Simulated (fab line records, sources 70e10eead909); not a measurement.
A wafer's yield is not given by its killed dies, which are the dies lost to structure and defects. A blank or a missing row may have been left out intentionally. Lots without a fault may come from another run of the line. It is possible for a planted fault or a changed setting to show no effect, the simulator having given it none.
The same fault as seen by 3 desks || flow nandHarc || each desk holds nothing but its own numbers, with what lay behind them at the end

## FROM THE METROLOGY DESK
What the gauges read, lot by lot, whatever tool the lot ran on: means of the sampled wafers that have a number. A lot is out of limits, marked OUT, if its mean lies more than 4 standard deviations from the usual mean; the brackets give that distance.
Columns: A = cdNm at NHARC_P_GATE_CD_MEAS_26, usual 120.1 nm
{"lot": "L503", "first seen here": "day 5 16:58", "A": 120.3}
{"lot": "L509", "first seen here": "day 7 21:42", "A": "126.3 (+13) OUT"}
{"lot": "L511", "first seen here": "day 8 17:41", "A": "126.7 (+13) OUT"}
{"lot": "L514", "first seen here": "day 9 23:17", "A": 119.8}
{"lot": "L516", "first seen here": "day 11 03:38", "A": 119.7}
{"lot": "L517", "first seen here": "day 11 04:24", "A": 120.4}
{"lot": "L518", "first seen here": "day 11 18:38", "A": 120.0}
{"lot": "L519", "first seen here": "day 11 19:18", "A": 119.7}
{"lot": "L520", "first seen here": "day 12 16:41", "A": 120.7}
{"lot": "L521", "first seen here": "day 12 16:51", "A": 120.3}
{"lot": "L523", "first seen here": "day 13 23:07", "A": 119.5}
{"lot": "L524", "first seen here": "day 14 07:14", "A": 119.4}
{"lot": "L525", "first seen here": "day 14 13:46", "A": 120.2}
This desk's verdict: out of limits on L509, L511, starting with L509 at day 7 21:42 (cdNm at NHARC_P_GATE_CD_MEAS_26). L503, L514, L516, L517, L518, L519, L520, L521, L523, L524, L525: within limits.

## THE DEFECT DESK
Counts from the inspections along the route, per lot, as means over the sampled wafers that have a number. A lot is out of limits, marked OUT, if its mean lies more than 4 standard deviations from the usual mean; the brackets give that distance.
Columns: A = rawDefectCount at NHARC_P_STI_INSPECT_25, usual 209; B = rawDefectCount at NHARC_P_GATE_INSPECT_28, usual 6
{"lot": "L503", "first seen here": "day 4 17:40", "A": 175, "B": 5}
{"lot": "L509", "first seen here": "day 6 20:54", "A": 127, "B": 6}
{"lot": "L511", "first seen here": "day 7 18:02", "A": 292, "B": 7}
{"lot": "L514", "first seen here": "day 9 00:49", "A": 163, "B": 11}
{"lot": "L517", "first seen here": "day 10 00:25", "A": 327, "B": 7}
{"lot": "L516", "first seen here": "day 10 00:25", "A": 188, "B": 5}
{"lot": "L518", "first seen here": "day 10 20:14", "A": 125, "B": 6}
{"lot": "L519", "first seen here": "day 10 20:14", "A": 156, "B": 5}
{"lot": "L520", "first seen here": "day 11 17:38", "A": 206, "B": 9}
{"lot": "L521", "first seen here": "day 11 17:38", "A": 299, "B": 9}
{"lot": "L523", "first seen here": "day 12 18:15", "A": 192, "B": 4}
{"lot": "L524", "first seen here": "day 13 06:32", "A": 184, "B": 7}
{"lot": "L525", "first seen here": "day 13 13:01", "A": 212, "B": 5}
Finding of this desk: none of the 13 lots has anything out of limits.

## DESK OF THE TOOL OWNER: lithoTrack-01
The tool's own readings at NHARC_P_GATE_PEB_24 (peb time 65 s): means of the sampled wafers that have a number, for each lot that ran on this tool. A lot is out of limits, marked OUT, if its mean lies more than 4 standard deviations from the usual mean; the brackets give that distance.
Columns: A = heaterPowerTotalW at NHARC_P_GATE_PEB_24, usual 156.6 W; B = plateTempC at NHARC_P_GATE_PEB_24, usual 100.02 C
{"lot": "L503", "first seen here": "day 5 16:52", "A": 156.1, "B": 99.94}
{"lot": "L509", "first seen here": "day 7 21:37", "A": "152.7 (-8.9) OUT", "B": "98.20 (-17) OUT"}
{"lot": "L511", "first seen here": "day 8 17:36", "A": "152.1 (-10) OUT", "B": "98.21 (-16) OUT"}
{"lot": "L516", "first seen here": "day 11 03:34", "A": 156.9, "B": 100.03}
{"lot": "L517", "first seen here": "day 11 04:19", "A": 156.4, "B": 100.13}
{"lot": "L518", "first seen here": "day 11 18:33", "A": 156.6, "B": 99.88}
{"lot": "L521", "first seen here": "day 12 16:46", "A": 156.7, "B": 99.99}
This desk's verdict: out of limits on L509, L511, starting with L509 at day 7 21:37 (heaterPowerTotalW at NHARC_P_GATE_PEB_24). L503, L516, L517, L518, L521: within limits.

## TAKEN TOGETHER
An alarm could have come from the tool owner's desk at day 7 21:37, on L509, L511.
An alarm was possible from the metrology desk at day 7 21:42, on L509, L511.
No out-of-limits result turned up at the defect desk.
The defect desk has L509, L511 on record, within its limits.
Of the lots named, all ran NHARC_P_GATE_PEB_24 on lithoTrack-01.

## WHAT HAD BEEN PUT IN BY THE SIMULATOR
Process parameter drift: lithoTrack-01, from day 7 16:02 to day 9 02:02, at NHARC_P_GATE_PEB_24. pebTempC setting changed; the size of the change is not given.
Shown lots that were struck: L509, L511.
Hours from the fault's start to each desk's first reading out of limits: the tool owner's desk, 6; the metrology desk, 6.
